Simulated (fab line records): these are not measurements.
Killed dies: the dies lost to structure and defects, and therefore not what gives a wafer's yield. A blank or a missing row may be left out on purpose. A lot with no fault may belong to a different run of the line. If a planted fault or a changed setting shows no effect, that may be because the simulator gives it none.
fab line records ; flow n5-finfet
[record] lots = 9; wafers = 25; last-day = 16
route steps=1938 shown BEOL_M0_SAQP@637 BEOL_M4@1111
lots that met no fault: from a run of the same line without faults
start-h: start of the lot's first displayed wafer, in hours after the record's first day ; wait-h: hours from the lot's prior step to this one ; " same as the row above ; L1.1+2: a single row standing in for several wafers ; - either no value or no given start ; * or withheld: withheld ; < > ~ a bound
route shown NAME@n: names a module that has steps shown in the file, with the first one's number in the route ; usual: mean/standard deviation of fault-free wafers ; same: alike in all rows ; chamber/n: place in a boat ; sites: readings site by site ; _std_site: the standard deviation of these ; _edge_site: inner sites' mean taken away from outer sites' mean ; radius-mm: how far each site lies from the wafer's centre ; mask NAME#n: copy n ; behind: the tool/chamber that last shaped the wafer ; hold: why the lot went on hold/how many hours it stayed there/how the hold came to an end ; device: whichever transistor did not switch (one of n, p or np) ; end of line: tests run on the same wafers once the route is complete ; a step with no rows: only its recipe ; killed: at the first sort, the dies lost to defects and structure; wafer yield is something else ; map: dies across one wafer; x = killed, . = not, _ = none there
set.NAME: the setting that was run; set.NAME@STEP: the one run at that earlier step ; model.NAME: the simulator's own value behind a step, which no gauge read
the route's steps for a sample of lots (tables are steps, rows are wafers)
services: from which hour (start-h, from the record's first day; less than 0 if before it) a tool's chamber was out of use, for how many hours, and why
[[steps]]
[step N5_BEOL_M0_SAQP_PECVD_97]
[recipe] material = SiNx; target-thk-a = 230; temp-c = 350; precursor = SiH4/NH3/N2; pressure-torr = 1.5; rf-w = 300; time-s = 19.9
[usual] heater-power-w = 589/81; showerhead-plenum-p-Torr = 5.15/0.066; throttle-valve-pct = 40.0/1.8
lot.wafer;tool;chamber;start-h;wait-h;heater-power-w;showerhead-plenum-p-Torr;since-wet-clean-h;throttle-valve-pct
L852.1;pecvd-03;1;124.10;0.0;486;5.24;1915;40.6
L852.3;pecvd-03;2;124.10;0.0;659;5.09;381;38.9
L852.5;pecvd-03;0;124.10;0.0;524;5.26;-;39.5
L853.1;pecvd-01;0;136.88;0.0;599;5.13;1022;42.3
L853.3;pecvd-01;2;136.88;0.0;553;5.03;268;38.1
L853.6;pecvd-01;2;136.88;0.0;564;5.04;-;37.9
L854.1;pecvd-03;0;139.51;0.0;449;5.25;1206;39.9
L854.4;pecvd-03;2;139.51;0.0;604;5.09;-;38.7
L855.1;pecvd-01;2;143.88;0.0;541;5.04;275;38.0
L855.3;pecvd-01;0;143.88;0.0;572;5.14;1029;42.2
L855.6;pecvd-01;1;143.88;0.0;714;5.13;-;42.2
L856.4;pecvd-04;2;147.57;0.0;631;5.18;-;36.8
L856.6;pecvd-04;1;147.57;0.0;675;5.19;-;38.7
L862.2;pecvd-04;2;184.94;0.0;673;5.17;119;37.1
L862.5;pecvd-04;1;184.94;0.0;635;5.18;-;38.6
L862.6;pecvd-04;2;184.94;0.0;668;5.17;-;37.0
L866.4;pecvd-03;2;211.16;0.0;616;5.11;-;39.0
L866.5;pecvd-03;0;211.16;0.0;500;5.27;-;39.9
L866.6;pecvd-03;1;211.16;0.0;442;5.26;-;40.8
L869.2;pecvd-04;0;230.59;0.0;504;5.12;934;41.4
L869.3;pecvd-04;0;230.59;0.0;497;5.12;-;41.1
L869.4;pecvd-04;2;230.59;0.0;656;5.18;-;37.1
L870.1;pecvd-01;0;236.95;0.0;692;5.14;1122;42.7
L870.3;pecvd-01;2;236.95;0.0;571;5.03;368;38.6
L870.4;pecvd-01;1;236.95;0.0;643;5.13;-;42.5
[step N5_BEOL_M0_SAQP_MANDREL_ETCH_20]
[recipe] target-depth-a = 600; chemistry = HBr/Cl2; target = a-Si; stop-on = SiNx; bt-time-s = 10; mask-material = SOC; over-etch-frac = 0.5; time-s = 30; pressure-mtorr = 10; icp-w = 800; bias-w = 75; HBr_flow_sccm = 150; Cl2_flow_sccm = 80; ends = end-point
[usual] bias-w = 74.99/0.24; drypump-motor-current-A = 5.8/0.54; oes-product-au = 0.778/0.01; over-etch-frac = 0.5/0; throttle-valve-pct = 35.50/0.27
lot.wafer;tool;chamber;start-h;wait-h;bias-w;drypump-motor-current-A;oes-product-au;over-etch-frac;rf-hours-counter-h;throttle-valve-pct
L852.1;rie-si-05;1;125.09;0.0;75.44;5.3;0.747;0.5;154;35.71
L852.3;rie-si-05;2;125.09;0.0;75.27;5.3;0.750;0.5;85;35.67
L852.5;rie-si-05;3;125.09;0.0;74.87;6.6;0.776;0.5;-;35.13
L853.1;rie-si-05;2;137.74;0.0;75.06;5.3;0.770;0.5;85;35.62
L853.3;rie-si-05;1;137.74;0.0;74.85;5.3;0.768;0.5;154;35.66
L853.6;rie-si-05;1;137.74;0.0;74.96;5.3;0.769;0.5;-;35.67
L854.1;rie-si-05;2;140.56;0.0;75.30;5.3;0.762;0.5;85;35.65
L854.4;rie-si-05;1;140.56;0.0;74.73;5.3;0.779;0.48376;154;35.67
L855.1;rie-si-01;1;144.74;0.0;74.98;6.2;0.783;0.5;119;35.37
L855.3;rie-si-01;2;144.74;0.0;74.91;6.2;0.786;0.5;150;35.49
L855.6;rie-si-01;3;144.74;0.0;74.77;6.3;0.782;0.5;-;35.67
L856.4;rie-si-05;2;148.54;0.0;74.65;5.3;0.779;0.48376;86;35.62
L856.6;rie-si-05;1;148.54;0.0;74.92;5.3;0.786;0.48376;-;35.65
L862.2;rie-si-06;2;185.92;0.0;75.29;5.7;0.768;0.5;82;35.45
L862.5;rie-si-06;1;185.92;0.0;74.78;5.0;0.788;0.5;-;34.99
L862.6;rie-si-06;0;185.92;0.0;75.07;6.6;0.789;0.5;-;35.78
L866.4;rie-si-06;2;212.46;0.0;74.94;5.7;0.751;0.5;83;35.48
L866.5;rie-si-06;1;212.46;0.0;74.76;5.0;0.767;0.5;-;35.03
L866.6;rie-si-06;0;212.46;0.0;75.14;6.6;0.765;0.5;-;35.81
L869.2;rie-si-01;0;231.62;0.0;75.39;6.2;0.770;0.5;17;35.87
L869.3;rie-si-01;1;231.62;0.0;74.71;6.3;0.784;0.5;120;35.36
L869.4;rie-si-01;2;231.62;0.0;74.74;6.2;0.790;0.5;152;35.48
L870.1;rie-si-01;1;238.12;0.0;74.78;6.3;0.773;0.5;120;35.37
L870.3;rie-si-01;3;238.12;0.0;75.51;6.3;0.775;0.5;169;35.67
L870.4;rie-si-01;2;238.12;0.0;75.02;6.3;0.787;0.5;152;35.49
[step N5_BEOL_M0_SAQP_SPACER1_ALD_98]
[recipe] material = SiO2; target-thk-a = 128; temp-c = 300; ald-precursor-family = BDEAS; ald-co-reactant = O2-plasma; pulse-time-s = 1; purge-time-s = 2; co-reactant-purge-time-s = 2; ald-cycles = 138; pressure-torr = 2
[usual] heater-power-w = 443/53; precursor-pulse-height-rel = 1.000/0.019
lot.wafer;tool;chamber;start-h;wait-h;heater-power-w;precursor-pulse-height-rel;since-wet-clean-h
L852.1;ald-sin-02;3;125.78;0.3;468;1.035;315
L852.3;ald-sin-02;2;125.78;0.3;493;1.015;315
L852.5;ald-sin-02;2;125.78;0.3;493;0.993;-
L853.1;ald-sin-03;0;138.47;0.3;504;0.991;236
L853.3;ald-sin-03;3;138.47;0.3;384;1.006;236
L853.6;ald-sin-03;2;138.47;0.3;363;1.025;-
L854.1;ald-sin-03;2;142.49;1.1;374;0.998;240
L854.4;ald-sin-03;1;142.49;1.1;452;1.003;240
L855.1;ald-sin-02;2;145.61;0.5;496;1.000;335
L855.3;ald-sin-02;1;145.61;0.5;416;0.998;335
L855.6;ald-sin-02;2;145.61;0.5;501;1.022;-
L856.4;ald-sin-02;0;149.21;0.1;486;0.991;339
L856.6;ald-sin-02;1;149.21;0.1;435;0.997;-
L862.2;ald-sin-03;1;187.57;1.3;450;0.997;285
L862.5;ald-sin-03;3;187.57;1.3;389;0.978;-
L862.6;ald-sin-03;0;187.57;1.3;525;0.981;-
L866.4;ald-sin-01;2;214.22;1.1;486;0.983;115
L866.5;ald-sin-01;1;214.22;1.1;530;1.006;-
L866.6;ald-sin-01;2;214.22;1.1;484;1.000;-
L869.2;ald-sin-01;1;232.84;0.9;503;1.052;134
L869.3;ald-sin-01;0;232.84;0.9;387;0.956;134
L869.4;ald-sin-01;2;232.84;0.9;486;1.002;134
L870.1;ald-sin-01;3;238.74;0.3;403;0.997;140
L870.3;ald-sin-01;0;238.74;0.3;376;1.003;140
L870.4;ald-sin-01;0;238.74;0.3;378;1.010;-
[step N5_BEOL_M0_SAQP_MANDREL1_REMOVE_100]
[recipe] chemistry = HBr/Cl2/O2; bt-time-s = 10; target = a-Si; stop-on = SiNx; endpoint = OES-SiCl; over-etch-frac = 0.85; icp-w = 600; bias-w = 30; HBr_flow_sccm = 150; Cl2_flow_sccm = 80; O2_flow_sccm = 5; pressure-mtorr = 10
[usual] bias-w = 30.02/0.096; drypump-motor-current-A = 5.9/0.51; oes-product-au = 1.005/0.013; throttle-valve-pct = 36.78/0.26
lot.wafer;tool;chamber;start-h;wait-h;bias-w;drypump-motor-current-A;oes-product-au;rf-hours-counter-h;throttle-valve-pct
L852.1;rie-si-06;2;126.34;0.1;30.04;5.7;0.991;81;36.71
L852.3;rie-si-06;3;126.34;0.1;30.01;5.8;0.992;190;37.12
L852.5;rie-si-06;1;126.34;0.1;30.11;5.0;0.997;-;36.24
L853.1;rie-si-01;0;139.04;0.1;29.82;6.2;1.010;16;37.11
L853.3;rie-si-01;2;139.04;0.1;30.13;6.2;1.004;150;36.73
L853.6;rie-si-01;0;139.04;0.1;30.10;6.2;0.999;-;37.11
L854.1;rie-si-06;2;143.10;0.1;29.97;5.7;0.981;81;36.72
L854.4;rie-si-06;3;143.10;0.1;29.95;5.8;0.978;191;37.11
L855.1;rie-si-05;2;146.17;0.1;29.97;5.3;1.018;86;36.88
L855.3;rie-si-05;3;146.17;0.1;30.18;6.6;1.013;191;36.38
L855.6;rie-si-05;2;146.17;0.1;29.91;5.3;1.019;-;36.91
L856.4;rie-si-01;0;149.77;0.1;29.96;6.2;1.000;16;37.12
L856.6;rie-si-01;0;149.77;0.1;29.99;6.2;1.001;-;37.12
L862.2;rie-si-05;3;188.21;0.1;30.10;6.6;1.028;0;36.41
L862.5;rie-si-05;3;188.21;0.1;30.10;6.6;1.023;-;36.42
L862.6;rie-si-05;2;188.21;0.1;30.07;5.3;1.012;-;36.90
L866.4;rie-si-01;1;214.78;0.0;29.93;6.3;1.004;120;36.63
L866.5;rie-si-01;0;214.78;0.0;29.92;6.2;1.006;-;37.11
L866.6;rie-si-01;1;214.78;0.0;30.02;6.3;0.998;-;36.63
L869.2;rie-si-05;1;233.40;0.1;29.99;5.3;0.992;156;36.95
L869.3;rie-si-05;3;233.40;0.1;29.99;6.6;1.019;1;36.43
L869.4;rie-si-05;0;233.40;0.1;30.19;5.7;1.019;47;36.53
L870.1;rie-si-06;1;239.34;0.1;30.18;5.0;0.996;7;36.24
L870.3;rie-si-06;0;239.34;0.1;29.94;6.6;1.006;65;37.05
L870.4;rie-si-06;3;239.34;0.1;30.07;5.8;1.000;1;37.09
[step N5_BEOL_M4_RC_MEAS_101]
[usual] DIBL_N = 36.3/1; DIBL_P = 36.2/1.4; IOFF_N = 0.157/0.021; IOFF_P = 0.206/0.025; ION_N = 673/9; ION_P = 461/6.4; SS_N = 71.5/0.5; SS_P = 73.2/0.47; VT_N = 249.9/2.4; VT_P = -250.6/2.9
lot.wafer;tool;chamber;start-h;wait-h;DIBL_N[mV/V];DIBL_P[mV/V];IOFF_N[nA/um];IOFF_P[nA/um];ION_N[uA/um];ION_P[uA/um];SS_N[mV/dec];SS_P[mV/dec];VT_N[mV];VT_P[mV]
L852.1;prober-02;0;173.09;0.0;36.7;35.9;0.175;0.204;683;460;71.6;73.8;249.0;-251.3
L852.3;prober-02;0;173.09;0.0;34.9;34.3;0.153;0.182;679;466;71.4;73.2;250.8;-252.4
L852.5;prober-02;0;173.09;0.0;36.6;36.5;0.190;0.208;689;462;71.7;74.1;248.7;-253.0
L854.1;prober-02;0;199.64;0.0;36.7;37.4;0.170;0.224;669;464;72.4;73.5;247.3;-249.1
L854.4;prober-02;0;199.64;0.0;35.1;36.1;0.145;0.196;665;456;71.5;73.2;251.9;-252.0
L855.1;prober-01;0;201.54;0.0;37.5;35.9;0.151;0.199;668;464;71.5;73.9;250.2;-249.6
L855.3;prober-01;0;201.54;0.0;39.5;38.7;0.202;0.242;686;467;72.3;73.3;246.9;-247.3
L855.6;prober-01;0;201.54;0.0;38.3;37.6;0.181;0.226;686;469;71.5;73.5;250.7;-250.6
L853.1;prober-01;0;203.23;0.0;35.1;35.5;0.132;0.191;675;465;70.5;72.7;252.1;-252.4
L853.3;prober-01;0;203.23;0.0;36.8;37.4;0.159;0.221;679;471;71.0;73.3;246.7;-248.8
L853.6;prober-01;0;203.23;0.0;36.6;37.1;0.158;0.216;679;464;71.9;72.9;248.5;-251.5
L856.4;prober-01;0;206.23;0.5;36.2;37.4;0.189;0.241;673;463;71.8;73.5;246.8;-248.0
L856.6;prober-01;0;206.23;0.5;36.3;37.1;0.183;0.251;676;465;71.9;74.3;249.2;-246.9
L862.2;prober-01;0;247.33;0.2;35.0;34.8;0.146;0.197;674;465;71.1;72.9;250.0;-252.0
L862.5;prober-01;0;247.33;0.2;35.3;35.0;0.152;0.201;661;454;71.4;73.1;254.8;-248.4
L862.6;prober-01;0;247.33;0.2;36.3;36.4;0.173;0.220;677;459;71.4;72.9;247.7;-250.4
L866.4;prober-02;0;268.79;0.5;35.6;35.9;0.151;0.179;665;455;70.6;73.3;248.0;-254.9
L866.5;prober-02;0;268.79;0.5;36.8;37.1;0.173;0.206;666;455;71.6;72.8;250.0;-251.5
L866.6;prober-02;0;268.79;0.5;36.5;37.8;0.172;0.214;678;463;71.6;73.4;248.5;-252.5
L869.2;prober-01;0;287.29;0.8;35.8;36.5;0.162;0.227;680;469;71.4;74.0;245.4;-247.4
L869.3;prober-01;0;287.29;0.8;34.6;35.0;0.136;0.198;670;467;71.5;72.7;251.9;-251.0
L869.4;prober-01;0;287.29;0.8;35.3;35.7;0.152;0.210;677;468;71.4;73.7;251.6;-245.4
L870.1;prober-01;0;289.16;0.0;35.8;34.6;0.141;0.206;679;470;71.0;73.2;250.3;-247.9
L870.3;prober-01;0;289.16;0.0;36.5;34.8;0.147;0.210;665;463;71.5;72.5;248.9;-246.2
L870.4;prober-01;0;289.16;0.0;35.6;34.3;0.142;0.208;681;472;71.0;72.6;250.8;-247.9
[[services]]
tool;chamber;start-h;hours;kind
rie-si-06;3;101.62;9.4;repair
ald-sin-01;1;125.40;1.6;repair
pecvd-04;-;133.61;0.5;repair
pecvd-01;0;150.83;2.1;scheduled-down
rie-si-05;3;158.32;2.6;repair
ald-sin-01;0;165.18;1.3;repair
rie-si-05;3;170.28;-;clean
rie-si-05;3;170.28;11.6;scheduled-down
rie-si-05;3;170.28;11.6;vent-cycle
rie-si-06;3;176.42;-;clean
rie-si-06;3;176.42;19.2;scheduled-down
rie-si-06;3;176.42;19.2;vent-cycle
rie-si-06;1;176.91;5.9;repair
ald-sin-02;-;177.74;14.0;pm
ald-sin-02;0;177.74;14.0;vent-cycle
ald-sin-02;1;177.74;14.0;vent-cycle
pecvd-03;-;182.57;0.5;repair
rie-si-06;1;190.62;6.1;repair
pecvd-04;-;197.88;0.6;repair
ald-sin-02;2;229.60;3.7;repair
ald-sin-01;2;233.47;5.1;repair
ald-sin-03;2;235.43;3.2;repair
ald-sin-01;1;237.89;16.2;repair
rie-si-05;-;238.17;0.2;repair
[[key]]
[first-sign] step = N5_BEOL_M0_SAQP_MANDREL_ETCH_20; reading = over-etch-frac; direction = down; sigmas = 99+; usual = 0.5; struck = 0.48376
effect none on later readings
met-at N5_BEOL_M0_SAQP_MANDREL_ETCH_20
struck-lots L854,L856
struck-wafers L854.4,L856.4,L856.6
not-acting-at N5_BEOL_M0_SAQP_PECVD_97,N5_BEOL_M0_SAQP_SPACER1_ALD_98,N5_BEOL_M0_SAQP_MANDREL1_REMOVE_100
onset-between 137.74 140.56
[fault] kind = process-parameter-drift; tool = rie-si-05; chamber = -; onset-h = 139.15; steps = N5_BEOL_M0_SAQP_MANDREL_ETCH_20; channel = over-etch-frac; offset = -0.016243; shape = step; end-h = 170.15; scope = struck-wafers-only; acts-in = these-recipes-only; stated = 0.5
